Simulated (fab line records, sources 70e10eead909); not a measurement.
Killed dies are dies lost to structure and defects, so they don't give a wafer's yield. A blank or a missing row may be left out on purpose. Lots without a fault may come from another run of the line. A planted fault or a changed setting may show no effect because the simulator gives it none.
Which tool did it? | flow nand_harc | 15 lots, 45 wafers sampled, at 4 steps of a route of 1302

WHAT THE GAUGES READ, wafer by wafer
The record holds no reading of a measuring or inspecting step that can be judged against a usual standard deviation.

WHICH TOOL RAN EACH LOT (tool, then ch and the chambers of the sampled wafers, then the start)
lot  | NHARC_P_CONTACT_DESCUM_17          | NHARC_P_CONTACT_ETCH_18                       | NHARC_P_CONTACT_STRIP_28           | NHARC_P_CONTACT_ALD_22
L998 | rie_diel-05 ch 0,1,2, day 5 22:35  | rie_diel-05 ch 0,1,2, day 5 23:33 or earlier  | rie_diel-02 ch 1,2,3, day 5 23:33  | ald_metal-02 ch 0,1,2, day 6 00:27
L999 | rie_diel-02 ch 0,2, day 6 08:25    | rie_diel-02 ch 0,1, day 6 09:22 or earlier    | rie_diel-05 ch 2,3, day 6 09:22    | ald_metal-01 ch 2,3, day 6 10:17
L100 | rie_diel-03 ch 1,2, day 6 16:30    | rie_diel-03 ch 0,2,3, day 6 17:27 or earlier  | rie_diel-02 ch 0,1, day 6 17:27    | ald_metal-04 ch 0,1,3, day 6 18:22
L101 | rie_diel-05 ch 0,1,3, day 7 01:17  | rie_diel-05 ch 0,1, day 7 02:21 or earlier    | rie_diel-03 ch 1,2, day 7 02:21    | ald_metal-01 ch 0,3, day 7 03:13
L102 | rie_diel-03 ch 1,2,3, day 7 18:26  | rie_diel-03 ch 1,2,3, day 7 19:23 or earlier  | rie_diel-03 ch 1,2, day 7 19:23    | ald_metal-04 ch 1,2,3, day 7 20:23
L104 | rie_diel-02 ch 0,1,3, day 8 09:13  | rie_diel-02 ch 1,2,3, day 8 10:09 or earlier  | rie_diel-03 ch 0,1,2, day 8 10:09  | ald_metal-04 ch 0,1,3, day 8 11:06
L105 | rie_diel-05 ch 1,2,3, day 8 21:53  | rie_diel-05 ch 0,3, day 8 22:50 or earlier    | rie_diel-02 ch 1,2,3, day 8 22:50  | ald_metal-01 ch 0,1, day 8 23:45
L107 | rie_diel-05 ch 0,2, day 9 12:48    | rie_diel-05 ch 1,2, day 9 13:45 or earlier    | rie_diel-03 ch 1,2,3, day 9 13:45  | ald_metal-02 ch 0,1, day 9 14:37
L110 | rie_diel-03 ch 0,1,2, day 11 04:41 | rie_diel-03 ch 0,1,2, day 11 05:37 or earlier | rie_diel-02 ch 1,2,3, day 11 05:37 | ald_metal-04 ch 0,1,2, day 11 06:32
L111 | rie_diel-05 ch 1,2,3, day 11 09:05 | rie_diel-05 ch 0,1, day 11 10:02 or earlier   | rie_diel-03 ch 0,1, day 11 10:02   | ald_metal-02 ch 1,2, day 11 10:55
L112 | rie_diel-05 ch 0,1,2, day 12 01:12 | rie_diel-05 ch 0,3, day 12 02:10 or earlier   | rie_diel-03 ch 0,1,3, day 12 02:10 | ald_metal-02 ch 0,1, day 12 03:00
L117 | rie_diel-02 ch 0,1,2, day 13 20:38 | rie_diel-02 ch 0,1,2, day 13 21:34 or earlier | rie_diel-03 ch 0,1,3, day 13 21:34 | ald_metal-02 ch 0,2,3, day 13 22:30
L118 | rie_diel-02 ch 0,2, day 14 03:26   | rie_diel-02 ch 0,1,2, day 14 04:24 or earlier | rie_diel-05 ch 0,2,3, day 14 04:24 | ald_metal-04 ch 0,1, day 14 05:18
L120 | rie_diel-03 ch 0,1,2, day 15 09:52 | rie_diel-03 ch 2,3, day 15 10:49 or earlier   | rie_diel-02 ch 0,1, day 15 10:49   | ald_metal-04 ch 1,3, day 15 11:41
L121 | rie_diel-03 ch 0,1, day 15 18:07   | rie_diel-03 ch 2,3, day 15 19:06 or earlier   | rie_diel-05 ch 0,1,3, day 15 19:06 | ald_metal-04 ch 0,2,3, day 15 19:59
- NHARC_P_CONTACT_DESCUM_17: chemistry O2, time 3 s.
- NHARC_P_CONTACT_ETCH_18: etches the open film in C4F8/O2/Ar, target depth 481 nm, time 240.5 s.
- NHARC_P_CONTACT_STRIP_28: strips in O2.
- NHARC_P_CONTACT_ALD_22: deposits TiN, target thk 3 nm, pulse time 1 s, ald cycles 150.

WHAT THE TOOLS THEMSELVES READ (means of the sampled wafers that have a number; where no wafer has one, the mark that the record gives instead)
NHARC_P_CONTACT_DESCUM_17.
lot  | tool        | drypump_motor_current_A (A) | oes_product_au (a.u.) | rf_vpp_V (V) | showerhead_plenum_p_Torr (Torr) | throttle_valve_pct (%)
L998 | rie_diel-05 | 5.4                         | 1.010                 | 57.5         | 1.84                            | 11.313
L999 | rie_diel-02 | 6.3                         | 0.998                 | 56.9         | 1.81                            | 11.302
L100 | rie_diel-03 | 5.6                         | 0.996                 | 57.6         | 1.88                            | 11.319
L101 | rie_diel-05 | 5.4                         | 1.002                 | 57.8         | 1.87                            | 11.299
L102 | rie_diel-03 | 5.8                         | 0.986                 | 58.0         | 1.94                            | 11.309
L104 | rie_diel-02 | 5.6                         | 1.004                 | 57.9         | 1.95                            | 11.311
L105 | rie_diel-05 | 5.7                         | 0.998                 | 57.4         | 1.86                            | 11.312
L107 | rie_diel-05 | 5.5                         | 0.991                 | 57.8         | 1.84                            | 11.317
L110 | rie_diel-03 | 5.8                         | 1.000                 | 56.9         | 1.86                            | 11.311
L111 | rie_diel-05 | 5.7                         | 0.993                 | 58.2         | 1.85                            | 11.302
L112 | rie_diel-05 | 5.4                         | 1.007                 | 57.1         | 1.84                            | 11.314
L117 | rie_diel-02 | 6.2                         | 1.017                 | 57.7         | 1.87                            | 11.304
L118 | rie_diel-02 | 6.3                         | 1.004                 | 57.2         | 1.79                            | 11.306
L120 | rie_diel-03 | 5.8                         | 1.008                 | 58.3         | 1.86                            | 11.319
L121 | rie_diel-03 | 6.1                         | 1.001                 | 57.2         | 1.87                            | 11.314

NHARC_P_CONTACT_ETCH_18.
lot  | tool        | oes_product_au (a.u.) | rf_vpp_V (V)
L998 | rie_diel-05 | 0.952                 | 974
L999 | rie_diel-02 | 0.975                 | 974
L100 | rie_diel-03 | 0.974                 | 978
L101 | rie_diel-05 | 0.956                 | 974
L102 | rie_diel-03 | 0.917                 | 981
L104 | rie_diel-02 | 0.966                 | 981
L105 | rie_diel-05 | 0.925                 | 976
L107 | rie_diel-05 | 0.951                 | 973
L110 | rie_diel-03 | 0.948                 | 974
L111 | rie_diel-05 | 0.964                 | 973
L112 | rie_diel-05 | 0.923                 | 977
L117 | rie_diel-02 | 0.968                 | 975
L118 | rie_diel-02 | 0.972                 | 974
L120 | rie_diel-03 | 0.956                 | 985
L121 | rie_diel-03 | 0.966                 | 984

NHARC_P_CONTACT_STRIP_28.
lot  | tool        | drypump_motor_current_A (A) | oes_product_au (a.u.) | rf_vpp_V (V) | showerhead_plenum_p_Torr (Torr) | throttle_valve_pct (%)
L998 | rie_diel-02 | 5.7                         | 1.004                 | 56.6         | 3.62                            | 17.039
L999 | rie_diel-05 | 5.8                         | 1.007                 | 57.7         | 3.47                            | 17.040
L100 | rie_diel-02 | 6.1                         | 1.008                 | 57.7         | 3.57                            | 17.031
L101 | rie_diel-03 | 5.6                         | 0.996                 | 56.9         | 3.47                            | 17.042
L102 | rie_diel-03 | 5.6                         | 1.006                 | 57.0         | 3.47                            | 17.033
L104 | rie_diel-03 | 5.8                         | 0.993                 | 57.3         | 3.44                            | 17.028
L105 | rie_diel-02 | 5.7                         | 1.004                 | 57.9         | 3.61                            | 17.038
L107 | rie_diel-03 | 5.8                         | 1.000                 | 57.6         | 3.58                            | 17.035
L110 | rie_diel-02 | 5.7                         | 1.011                 | 58.2         | 3.61                            | 17.034
L111 | rie_diel-03 | 6.1                         | 1.005                 | 58.2         | 3.46                            | 17.034
L112 | rie_diel-03 | 6.0                         | 1.000                 | 58.1         | 3.55                            | 17.044
L117 | rie_diel-03 | 6.0                         | 0.994                 | 58.0         | 3.55                            | 17.038
L118 | rie_diel-05 | 5.5                         | 0.992                 | 58.0         | 3.44                            | 17.039
L120 | rie_diel-02 | 6.2                         | 1.015                 | 57.2         | 3.43                            | 17.048
L121 | rie_diel-05 | 5.4                         | 0.997                 | 57.3         | 3.45                            | 17.034

NHARC_P_CONTACT_ALD_22.
lot  | tool         | heater_power_outer_w (W) | heater_power_w (W) | precursor_pulse_height_rel
L998 | ald_metal-02 | 685                      | 1095               | 0.994
L999 | ald_metal-01 | 686                      | 1130               | 1.010
L100 | ald_metal-04 | 652                      | 1086               | 1.013
L101 | ald_metal-01 | 736                      | 1170               | 0.987
L102 | ald_metal-04 | 641                      | 1058               | 1.020
L104 | ald_metal-04 | 661                      | 1085               | 1.013
L105 | ald_metal-01 | 809                      | 1220               | 0.975
L107 | ald_metal-02 | 691                      | 1026               | 1.010
L110 | ald_metal-04 | -                        | -                  | -
L111 | ald_metal-02 | -                        | -                  | -
L112 | ald_metal-02 | -                        | -                  | -
L117 | ald_metal-02 | 654                      | 997                | 0.994
L118 | ald_metal-04 | 653                      | 1084               | 0.992
L120 | ald_metal-04 | 644                      | 1083               | 0.978
L121 | ald_metal-04 | 670                      | 1088               | 1.003

THE ANSWER, worked out from the rows above alone
Rule: what is usual is taken from the lots themselves. Put in order of their means at a reading, lots are off if they are a third of the lots or fewer, leave a main group of 4 or more, and stand apart from it by a gap of 3 or more times the standard deviation of the main group's means; of several such gaps the widest counts. A main group whose means are all the same, to the digits that the tables above print for the reading, isn't used. A lot without any number at a reading at which 4 lots or more have one is off too. The other lots that the step has rows for count as sound. The gauges are gone through in route order, then the tools' own readings, and for those a lot's mean is taken as printed above. The first step at which some lot is off is used, and at that step the reading that is off furthest; a lot without a number counts as furthest.
Off: L110, L111, L112, at NHARC_P_CONTACT_ALD_22 (heater_power_outer_w). Without a number there: L110, L111, L112. The main group: mean 682 W, standard deviation 46.
A tool fits if, at that step or a process step before it, it ran every lot that is off, and no sound lot after the first of them. NHARC_P_CONTACT_ETCH_18 gives no start for some lots, so the hours and the order of its lots are those of NHARC_P_CONTACT_STRIP_28. None of those tried fits.

WHAT THE SIMULATOR HAD PUT IN
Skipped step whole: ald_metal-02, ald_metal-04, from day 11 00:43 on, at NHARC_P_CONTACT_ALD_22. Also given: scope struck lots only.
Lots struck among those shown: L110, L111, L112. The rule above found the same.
